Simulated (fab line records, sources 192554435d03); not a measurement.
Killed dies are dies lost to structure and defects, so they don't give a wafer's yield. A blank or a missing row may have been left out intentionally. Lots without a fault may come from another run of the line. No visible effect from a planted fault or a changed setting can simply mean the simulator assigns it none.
Which tool did it? || flow n5_finfet || 32 wafers from 11 lots sampled at 4 of the route's 1938 steps

## WHAT EACH GAUGE READ, for each wafer
N5_BEOL_M15_CD_MEAS_10 targets a cd of 360 nm.
{"lot": "L715", "measured": "day 11 02:42", "on": "cd_sem-01", "cd_nm (nm)": "361.6 359.0 364.4"}
{"lot": "L716", "measured": "day 11 14:47", "on": "cd_sem-03", "cd_nm (nm)": "360.6 359.3"}
{"lot": "L717", "measured": "day 11 18:21", "on": "cd_sem-02", "cd_nm (nm)": "361.5 360.8 359.8"}
{"lot": "L719", "measured": "day 12 06:54", "on": "cd_sem-01", "cd_nm (nm)": "361.8 361.4 360.2"}
{"lot": "L718", "measured": "day 12 07:06", "on": "cd_sem-02", "cd_nm (nm)": "358.2 356.5 357.6"}
{"lot": "L724", "measured": "day 13 22:06", "on": "cd_sem-03", "cd_nm (nm)": "360.3 359.0 359.5"}
{"lot": "L728", "measured": "day 14 19:55", "on": "cd_sem-01", "cd_nm (nm)": "389.7 392.1 358.1"}
{"lot": "L726", "measured": "day 14 20:16", "on": "cd_sem-01", "cd_nm (nm)": "359.5 393.2 360.4"}
{"lot": "L729", "measured": "day 15 02:54", "on": "cd_sem-02", "cd_nm (nm)": "389.8 356.9 358.9"}
{"lot": "L738", "measured": "day 17 05:05", "on": "cd_sem-03", "cd_nm (nm)": "362.6 361.4 360.2"}
{"lot": "L737", "measured": "day 17 12:22", "on": "cd_sem-03", "cd_nm (nm)": "361.1 359.8 358.9"}

N5_BEOL_M15_OVL_MEAS_11.
{"lot": "L715", "measured": "day 11 02:44", "on": "overlay-01", "V14_OVL (nm)": "-4 6 1"}
{"lot": "L716", "measured": "day 11 14:48", "on": "overlay-01", "V14_OVL (nm)": "4 4"}
{"lot": "L717", "measured": "day 11 18:23", "on": "overlay-02", "V14_OVL (nm)": "-2 4 -7"}
{"lot": "L719", "measured": "day 12 06:56", "on": "overlay-01", "V14_OVL (nm)": "4 8 -3"}
{"lot": "L718", "measured": "day 12 07:08", "on": "overlay-01", "V14_OVL (nm)": "6 7 2"}
{"lot": "L724", "measured": "day 13 22:08", "on": "overlay-01", "V14_OVL (nm)": "-9 -8 -10"}
{"lot": "L728", "measured": "day 14 19:56", "on": "overlay-01", "V14_OVL (nm)": "2 3 -5"}
{"lot": "L726", "measured": "day 14 20:18", "on": "overlay-01", "V14_OVL (nm)": "-2 -1 4"}
{"lot": "L729", "measured": "day 15 02:56", "on": "overlay-01", "V14_OVL (nm)": "-10 -6 -5"}
{"lot": "L738", "measured": "day 17 05:07", "on": "overlay-02", "V14_OVL (nm)": "4 -5 7"}
{"lot": "L737", "measured": "day 17 12:23", "on": "overlay-02", "V14_OVL (nm)": "7 5 -3"}

## TOOL THAT RAN EACH LOT (tool first, then ch and the chambers of the sampled wafers, then the start)
{"lot": "L715", "N5_BEOL_M14_SPUTTER_43": "pvd_sputter-01, day 11 00:46", "N5_BEOL_M15_EXPOSE_07": "krf_scanner-01 ch 0, day 11 02:32"}
{"lot": "L716", "N5_BEOL_M14_SPUTTER_43": "pvd_sputter-03, day 11 12:58", "N5_BEOL_M15_EXPOSE_07": "krf_scanner-01 ch 0, day 11 14:37"}
{"lot": "L717", "N5_BEOL_M14_SPUTTER_43": "pvd_sputter-01, day 11 16:31", "N5_BEOL_M15_EXPOSE_07": "krf_scanner-01 ch 0, day 11 18:11"}
{"lot": "L719", "N5_BEOL_M14_SPUTTER_43": "pvd_sputter-03, day 12 04:58", "N5_BEOL_M15_EXPOSE_07": "krf_scanner-02 ch 0, day 12 06:44"}
{"lot": "L718", "N5_BEOL_M14_SPUTTER_43": "pvd_sputter-02, day 12 05:18", "N5_BEOL_M15_EXPOSE_07": "krf_scanner-02 ch 0, day 12 06:56"}
{"lot": "L724", "N5_BEOL_M14_SPUTTER_43": "pvd_sputter-03, day 13 20:10", "N5_BEOL_M15_EXPOSE_07": "krf_scanner-02 ch 0, day 13 21:56"}
{"lot": "L728", "N5_BEOL_M14_SPUTTER_43": "pvd_sputter-03, day 14 17:55", "N5_BEOL_M15_EXPOSE_07": "krf_scanner-02 ch 0, day 14 19:44"}
{"lot": "L726", "N5_BEOL_M14_SPUTTER_43": "pvd_sputter-01, day 14 18:11", "N5_BEOL_M15_EXPOSE_07": "krf_scanner-02 ch 0, day 14 20:05"}
{"lot": "L729", "N5_BEOL_M14_SPUTTER_43": "pvd_sputter-02, day 15 00:57", "N5_BEOL_M15_EXPOSE_07": "krf_scanner-02 ch 0, day 15 02:44"}
{"lot": "L738", "N5_BEOL_M14_SPUTTER_43": "pvd_sputter-01, day 17 01:16", "N5_BEOL_M15_EXPOSE_07": "krf_scanner-01 ch 0, day 17 04:55"}
{"lot": "L737", "N5_BEOL_M14_SPUTTER_43": "pvd_sputter-03, day 17 10:26", "N5_BEOL_M15_EXPOSE_07": "krf_scanner-01 ch 0, day 17 12:11"}
- N5_BEOL_M14_SPUTTER_43: material TaN, target thk 15 nm, time 24.19 s.
- N5_BEOL_M15_EXPOSE_07: exposes mask V14.

## AS READ BY THE TOOLS THEMSELVES (means over the sampled wafers that have a number; for cases with no such wafer, the mark the record gives instead)
N5_BEOL_M14_SPUTTER_43.
{"lot": "L715", "tool": "pvd_sputter-01", "chamber_pressure_pa (Pa)": 0.11983, "throttle_valve_pct (%)": 30.0}
{"lot": "L716", "tool": "pvd_sputter-03", "chamber_pressure_pa (Pa)": 0.12006, "throttle_valve_pct (%)": 29.9}
{"lot": "L717", "tool": "pvd_sputter-01", "chamber_pressure_pa (Pa)": 0.12007, "throttle_valve_pct (%)": 30.0}
{"lot": "L719", "tool": "pvd_sputter-03", "chamber_pressure_pa (Pa)": 0.11984, "throttle_valve_pct (%)": 30.4}
{"lot": "L718", "tool": "pvd_sputter-02", "chamber_pressure_pa (Pa)": 0.12018, "throttle_valve_pct (%)": 30.4}
{"lot": "L724", "tool": "pvd_sputter-03", "chamber_pressure_pa (Pa)": 0.11993, "throttle_valve_pct (%)": 30.3}
{"lot": "L728", "tool": "pvd_sputter-03", "chamber_pressure_pa (Pa)": 0.11976, "throttle_valve_pct (%)": 30.4}
{"lot": "L726", "tool": "pvd_sputter-01", "chamber_pressure_pa (Pa)": 0.11983, "throttle_valve_pct (%)": 29.9}
{"lot": "L729", "tool": "pvd_sputter-02", "chamber_pressure_pa (Pa)": 0.12014, "throttle_valve_pct (%)": 30.1}
{"lot": "L738", "tool": "pvd_sputter-01", "chamber_pressure_pa (Pa)": 0.12000, "throttle_valve_pct (%)": 30.1}
{"lot": "L737", "tool": "pvd_sputter-03", "chamber_pressure_pa (Pa)": 0.11976, "throttle_valve_pct (%)": 30.2}

N5_BEOL_M15_EXPOSE_07.
{"lot": "L715", "tool": "krf_scanner-01", "exposure_dose_mJ_cm2": 41.24, "reticle_temp_C (C)": 23.15}
{"lot": "L716", "tool": "krf_scanner-01", "exposure_dose_mJ_cm2": 41.22, "reticle_temp_C (C)": 23.11}
{"lot": "L717", "tool": "krf_scanner-01", "exposure_dose_mJ_cm2": 41.24, "reticle_temp_C (C)": 22.90}
{"lot": "L719", "tool": "krf_scanner-02", "exposure_dose_mJ_cm2": 41.23, "reticle_temp_C (C)": 22.99}
{"lot": "L718", "tool": "krf_scanner-02", "exposure_dose_mJ_cm2": 41.19, "reticle_temp_C (C)": 23.02}
{"lot": "L724", "tool": "krf_scanner-02", "exposure_dose_mJ_cm2": 41.22, "reticle_temp_C (C)": 22.96}
{"lot": "L728", "tool": "krf_scanner-02", "exposure_dose_mJ_cm2": 41.18, "reticle_temp_C (C)": 23.02}
{"lot": "L726", "tool": "krf_scanner-02", "exposure_dose_mJ_cm2": 41.18, "reticle_temp_C (C)": 23.10}
{"lot": "L729", "tool": "krf_scanner-02", "exposure_dose_mJ_cm2": 41.20, "reticle_temp_C (C)": 23.04}
{"lot": "L738", "tool": "krf_scanner-01", "exposure_dose_mJ_cm2": 41.19, "reticle_temp_C (C)": 22.88}
{"lot": "L737", "tool": "krf_scanner-01", "exposure_dose_mJ_cm2": 41.23, "reticle_temp_C (C)": 22.99}

## THE ANSWER, worked out from the rows above alone
Rule: the usual values come from the lots themselves. Put in order of their means at a reading, lots are off if they are a third of the lots or fewer, leave a main group of 4 or more, and stand apart from it by a gap of 3 or more times the standard deviation of the main group's means; of several such gaps the widest counts. A main group whose means are all the same, to the digits that the tables above print for the reading, isn't used. A lot without any number at a reading at which 4 lots or more have one is off too. All remaining lots with rows at the step are treated as sound. First the gauges in route order, then the tools' own readings, where a lot's mean is used as printed above. The first step at which some lot is off is used, and at that step the reading that is off furthest; a lot without a number counts as furthest.
Off, at N5_BEOL_M15_CD_MEAS_10 on cd_nm: L728, L726, L729. The main group: mean 360.2 nm, standard deviation 1.3.
A tool fits if, at a process step before that reading, it ran every lot that is off, and no sound lot after the first of them. The gauges at N5_BEOL_M15_CD_MEAS_10 are tried like those tools. One fits: N5_BEOL_M15_EXPOSE_07 on krf_scanner-02. A fault onset in the window from L724 (day 13 21:56, its last sound lot) to L728 (day 14 19:44, its first lot off) fits.

## WHAT THE SIMULATOR PUT IN
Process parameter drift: krf_scanner-02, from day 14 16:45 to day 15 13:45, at N5_BEOL_M15_EXPOSE_07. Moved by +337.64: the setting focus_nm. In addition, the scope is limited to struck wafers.
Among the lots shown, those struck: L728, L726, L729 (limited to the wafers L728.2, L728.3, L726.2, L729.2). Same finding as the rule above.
